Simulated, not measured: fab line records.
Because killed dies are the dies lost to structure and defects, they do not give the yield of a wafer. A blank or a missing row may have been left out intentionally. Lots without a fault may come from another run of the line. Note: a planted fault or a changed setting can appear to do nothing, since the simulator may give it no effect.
A struck lot beside a sound one + flow n5Finfet + 15 out of 1938 route steps
Sound: these wafers, L817.2, L817.3, L817.6. Struck: wafer L825.4 (left out: L825.2, L825.6 of the same lot, which were not struck); the cause appears at the end.
Order at every step that has rows: each side's tool, ch and its chambers, its first start. Under that, the readings that differ: sound wafers + struck wafers + difference of the means + sigmas: that difference in standard deviations of wafers without a fault.
alike: readings with means less than 2 such deviations apart, plus words and numbers identical on both sides. not compared: withheld readings, readings lacking a value on some wafer, bounds such as >300 that could conceal the same value, and numbers that have no deviation in the record and whose values overlap.
The two part at a step that has a row with sigmas, a row that says differs or no value, or rows on one side only. Numbers that have no deviation but don't overlap get no sigmas and don't part them. Lack of a reading on every wafer of one side parts them only where that side has two or more wafers.

N5_BEOL_M6_CD_MEAS_28 targets a cd of 40 nm.
  sound on cdSem-03 ch 0, day 9 15:52; struck on cdSem-02 ch 0, day 13 04:19
  alike: cdNm
N5_BEOL_M6_OVL_MEAS_29:
  sound on overlay-01 ch 0, day 9 15:54; struck on overlay-01 ch 0, day 13 04:21
  alike: V5_OVL
N5_BEOL_M6_INSPECT_30: inspects for defects (brightfield).
  struck on defectInspect-01, day 13 04:24; sound on defectInspect-01, day 9 15:57
  alike: rawDefectCount
N5_BEOL_M6_DESCUM_33: chemistry O2, time 7 s.
  sound on rieDiel-04 ch 1,2,3, day 9 15:59; struck on rieDiel-02 ch 0, day 13 04:43
| reading                  | sound       | struck | difference | sigmas |
|--------------------------|-------------|--------|------------|--------|
| drypumpMotorCurrentA (A) | 6.1 6.1 6.0 | 5.3    | -0.8       | -2     |
  alike: biasPowerW, oesProductAu, rfVppV, showerheadPlenumPTorr, throttleValvePct
  not compared: rfHoursCounterH
N5_BEOL_M6_ETCH_72: etches underlayer in N2/H2, target depth 6.5 nm, time 5.2 s.
  sound on rieDiel-04 ch 1,2,3, day 9 16:01; struck on rieDiel-02 ch 0, day 13 04:45
| reading                  | sound             | struck | difference | sigmas |
|--------------------------|-------------------|--------|------------|--------|
| biasW (W)                | 150.0 150.5 151.1 | 149.1  | -1.4       | -3     |
| drypumpMotorCurrentA (A) | 6.1 6.1 6.0       | 5.3    | -0.8       | -2     |
  alike: etchRfOnTimeS, oesProductAu, rfVppV, showerheadPlenumPTorr, throttleValvePct
  not compared: rfHoursCounterH
N5_BEOL_M6_ETCH_65: etches SiARC in CF4, target depth 15.6 nm, time 26 s.
  sound on rieDiel-04 ch 1,2,3, day 9 16:02; struck on rieDiel-02 ch 0, day 13 04:46
| reading                  | sound       | struck | difference | sigmas |
|--------------------------|-------------|--------|------------|--------|
| drypumpMotorCurrentA (A) | 6.1 6.1 6.0 | 5.3    | -0.8       | -2     |
  alike: biasW, etchRfOnTimeS, oesProductAu, rfVppV, showerheadPlenumPTorr, throttleValvePct
  not compared: rfHoursCounterH
then, 3 steps without rows for these wafers: N5_BEOL_M6_ETCH_66 (etches SOC in N2/H2, target depth 80 nm, overetch 16 nm, time 120 s); N5_BEOL_M6_STRIP_69 (strips in N2/H2); N5_BEOL_M6_STRIP_73 (strips in N2/H2).
N5_BEOL_M6_VIA_ETCH_34: etches SiCOH lowk in C4F6/O2, target depth 126.3 nm, time 50.9 s.
  sound on rieDiel-04 ch 1,2,3, day 9 16:10; struck on rieDiel-02 ch 0, day 13 04:54
| reading                  | sound       | struck | difference | sigmas |
|--------------------------|-------------|--------|------------|--------|
| drypumpMotorCurrentA (A) | 6.1 6.1 5.9 | 5.3    | -0.7       | -2     |
  alike: biasW, oesProductAu, rfVppV, showerheadPlenumPTorr, throttleValvePct
  not compared: rfHoursCounterH
then, 2 steps without rows for these wafers: N5_BEOL_M6_STRIP_76 (strips in C4F6/O2); N5_BEOL_M6_STRIP_36 (strips in N2/H2).
N5_BEOL_M6_TRENCH_ETCH_37: etches SiCOH lowk in C4F6/O2, target depth 94.435 nm, time 31.5 s.
  sound on rieDiel-04 ch 1,2,3, day 9 16:16; struck on rieDiel-02 ch 0, day 13 04:59
| reading                  | sound             | struck | difference | sigmas |
|--------------------------|-------------------|--------|------------|--------|
| biasW (W)                | 183.7 185.5 185.2 | 176.3  | -8.5       | -15    |
| drypumpMotorCurrentA (A) | 6.1 6.1 6.0       | 5.3    | -0.8       | -2     |
| rfVppV (V)               | 667 657 669       | 638    | -26        | -6     |
  alike: oesProductAu, showerheadPlenumPTorr, throttleValvePct
  not compared: rfHoursCounterH
N5_BEOL_M6_ETCH_41: etches SiCN in CH3F/O2, target depth 29.7 nm, time 52 s.
  sound on rieDiel-04 ch 1,2,3; struck on rieDiel-02 ch 0
| reading                  | sound       | struck | difference | sigmas |
|--------------------------|-------------|--------|------------|--------|
| drypumpMotorCurrentA (A) | 6.1 6.1 6.0 | 5.3    | -0.8       | -2     |
  alike: biasW, oesProductAu, rfVppV, showerheadPlenumPTorr, throttleValvePct
  not compared: rfHoursCounterH
after that, 1 step had no rows for these wafers: N5_PASSIVATION_PROBE_49.

## WHERE THEY PART
At N5_BEOL_M6_DESCUM_33 first; at N5_BEOL_M6_ETCH_41 last (within this record only).

WHY: whatever the simulator had introduced
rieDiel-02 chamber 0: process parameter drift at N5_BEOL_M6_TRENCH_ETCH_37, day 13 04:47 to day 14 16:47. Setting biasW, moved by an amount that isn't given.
